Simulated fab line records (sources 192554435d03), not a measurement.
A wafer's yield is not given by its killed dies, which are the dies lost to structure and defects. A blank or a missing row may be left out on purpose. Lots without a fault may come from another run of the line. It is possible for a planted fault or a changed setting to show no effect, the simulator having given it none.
Lot-split experiment ; flow n5Finfet ; route with 1938 steps; 7 lots, 21 wafers read

== SPLIT DETAILS ==
At N5_BEOL_M6_DESCUM_33 (chemistry O2, time 7 s), the setting timeS was moved away from the recipe's 7 s on 6 of the 21 wafers read, by -10.8% to +21.5%. For the rest of the wafers, this setting stayed at what the recipe calls for.

The reading is taken at the split's own step.

== THE READING ==
CAR-EUV_of_BEOL_M6_COAT_22.thkNm (the simulator's own value, which no gauge read), in nm, at N5_BEOL_M6_DESCUM_33 (chemistry O2, time 7 s). The file gives no usual value for it. Across the 15 wafers here that went through the recipe, the average is 26.0 nm and the standard deviation 0.068 nm.

wafer;tool, chamber at the split;timeS as run, s;against the recipe;CAR-EUV_of_BEOL_M6_COAT_22.thkNm, nm;against lot-mates on the recipe
L076.2;rieDiel-01, 0;7;recipe;26.2;-
L076.4;rieDiel-01, 2;6.241;-10.8%;26.6;+0.5
L076.5;rieDiel-01, 0;7;recipe;26;-
L078.4;rieDiel-03, 1;7.448;+6.4%;26;+0.0
L078.5;rieDiel-03, 2;7;recipe;26;-
L078.6;rieDiel-03, 0;7.448;+6.4%;25.8;-0.2
L080.2;rieDiel-03, 2,1;7;recipe;26;-
L080.3;rieDiel-03, 2,1;7;recipe;26;-
L080.4;rieDiel-03, 0;7;recipe;26;-
L088.1;rieDiel-01, 3;7;recipe;26;-
L088.2;rieDiel-01, 2;7;recipe;26;-
L088.4;rieDiel-01, 0;7;recipe;26;-
L087.1;rieDiel-03, 0;7;recipe;26;-
L087.2;rieDiel-03, 3;7;recipe;26.2;-
L087.5;rieDiel-03, 0;7.675;+9.6%;25.8;-0.3
L089.1;rieDiel-04, 0,1;7;recipe;26;-
L089.3;rieDiel-04, 0,1;7;recipe;26;-
L089.4;rieDiel-04, 2;7;recipe;26;-
L097.1;rieDiel-03, 1;8.508;+21.5%;25.4;-0.6
L097.3;rieDiel-03, 0;8.508;+21.5%;25.2;-0.8
L097.5;rieDiel-03, 0;7;recipe;26;-
When a row names more than one chamber, that row covers several wafers, and the file does not tell which wafer ran in which chamber.

FIT RESULTS
A straight line over all 21 wafers: CAR-EUV_of_BEOL_M6_COAT_22.thkNm changes by -0.035 nm for each +1% of timeS; r = -0.94; the points scatter about the line by 0.093 nm.
The same after taking each lot's own level away (the mean of its wafers on the recipe; 21 wafers): -0.0335 nm for each +1%; r = -0.95; scatter 0.079 nm.
On that fit, the largest move of timeS shifts the reading by 0.72 nm.
The span of the lots' own levels, 26.00 to 26.10 nm, comes to 1.5 times the standard deviation stated above.
So the lot-to-lot level changes the slope little: the two slopes agree.
Check: for one of the wafers moved furthest among these (+21.5%), held out of the fit, the line's prediction against its lot-mates is -0.763 nm. It came out at -0.6 nm against them.

== OTHER SPLITS ON THESE WAFERS ==
Before the reading, these wafers also passed through other splits. Each is held against what the fit with the lots' levels taken away leaves over:
other split on the same wafers;wafers away from the commonest value;r with CAR-EUV_of_BEOL_M6_COAT_22.thkNm (lot level and that fit taken away)
N5_BEOL_M4_EXPOSE_08 doseMj;7;-0.26
N5_BEOL_M5_VIA_ETCH_34 biasW;7;+0.22
N5_BEOL_M5_TRENCH_ETCH_37 timeS;9;+0.00
N5_BEOL_M6_EXPOSE_25 doseMj;6;-0.33

== THE FILE'S OWN FIT ==
CAR-EUV_of_BEOL_M6_COAT_22.thkNm changes by -0.0336 nm for each +1% of timeS, r = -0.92.
